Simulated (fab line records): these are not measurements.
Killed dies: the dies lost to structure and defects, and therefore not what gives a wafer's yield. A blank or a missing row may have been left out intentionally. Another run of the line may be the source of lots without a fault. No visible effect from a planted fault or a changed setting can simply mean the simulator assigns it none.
Chamber matching | flow n5-finfet | 4 sister chambers for N5_STI_FIN_REVEAL_STRIP_24 on rie-diel-04
The step strips in N2/H2, time 90 s. 14 wafers are shown with their chamber, then 7 later ones without.

WAFERS, EACH WITH ITS CHAMBER
wafer  | chamber | drypump-motor-current-A (A) | throttle-valve-pct (%) | oes-product-au (a.u.)
L079.4 | 0       | 5.3                         | 11.87                  | 0.98
L079.5 | 0       | 5.4                         | 11.87                  | 0.99
L079.6 | 1       | 5.1                         | 12.43                  | 0.68
L080.2 | 1       | 5.0                         | 12.44                  | 0.68
L080.3 | 3       | 6.0                         | 12.51                  | 0.69
L080.6 | 2       | 6.1                         | 11.87                  | 0.84
L081.1 | 1       | 5.0                         | 12.44                  | 0.67
L081.4 | 2       | 6.1                         | 11.87                  | 0.84
L081.5 | 0       | 5.3                         | 11.89                  | 0.97
L086.1 | 3       | 6.1                         | 12.55                  | 0.69
L086.4 | 0       | 5.3                         | 11.91                  | 0.94
L086.5 | 2       | 6.1                         | 11.88                  | 0.83
L087.4 | 1       | 5.0                         | 11.84                  | 0.98
L087.5 | 1       | 5.1                         | 11.83                  | 0.98

SIGNATURES (means of the wafers above)
reading                 | chamber 0 | chamber 1 | chamber 2 | chamber 3 | scatter within a chamber
drypump-motor-current-A | 5.325     | 5.040     | 6.100     | 6.050     | 0.0495
throttle-valve-pct      | 11.8850   | 12.1960   | 11.8733   | 12.5300   | 0.209
oes-product-au          | 0.9700    | 0.7980    | 0.8367    | 0.6900    | 0.106
Rule: a wafer's distance from a chamber is the root of the sum, over the readings, of the square of ((its reading less the chamber's mean) divided by the reading's scatter). The wafer belongs to the nearest chamber; if the next one is less than 2 further off, it can't be placed. The scatter is the square root of a quotient: the sum, over the shown wafers, of each reading's squared deviation from its chamber's mean, divided by wafers minus chambers.

WAFERS WITH NO CHAMBER GIVEN
wafer  | drypump-motor-current-A (A) | throttle-valve-pct (%) | oes-product-au (a.u.)
L087.6 | 6.1                         | 11.91                  | 0.82
L089.3 | 6.1                         | 11.93                  | 0.83
L089.4 | 5.3                         | 11.92                  | 0.93
L089.6 | 6.1                         | 12.54                  | 0.69
L095.1 | 5.3                         | 11.96                  | 0.90
L095.3 | 6.0                         | 12.57                  | 0.68
L095.6 | 5.1                         | 11.86                  | 0.91

CHAMBER TAKEN BY EACH
wafer  | from the rows above | in truth
L087.6 | 2                   | 2
L089.3 | 2                   | 2
L089.4 | 0                   | 0
L089.6 | 3                   | 3
L095.1 | 0                   | 0
L095.3 | 3                   | 3
L095.6 | 1                   | 1
7 of 7 placed correctly. Not placeable from these rows: 0. Number placed wrongly: 0.
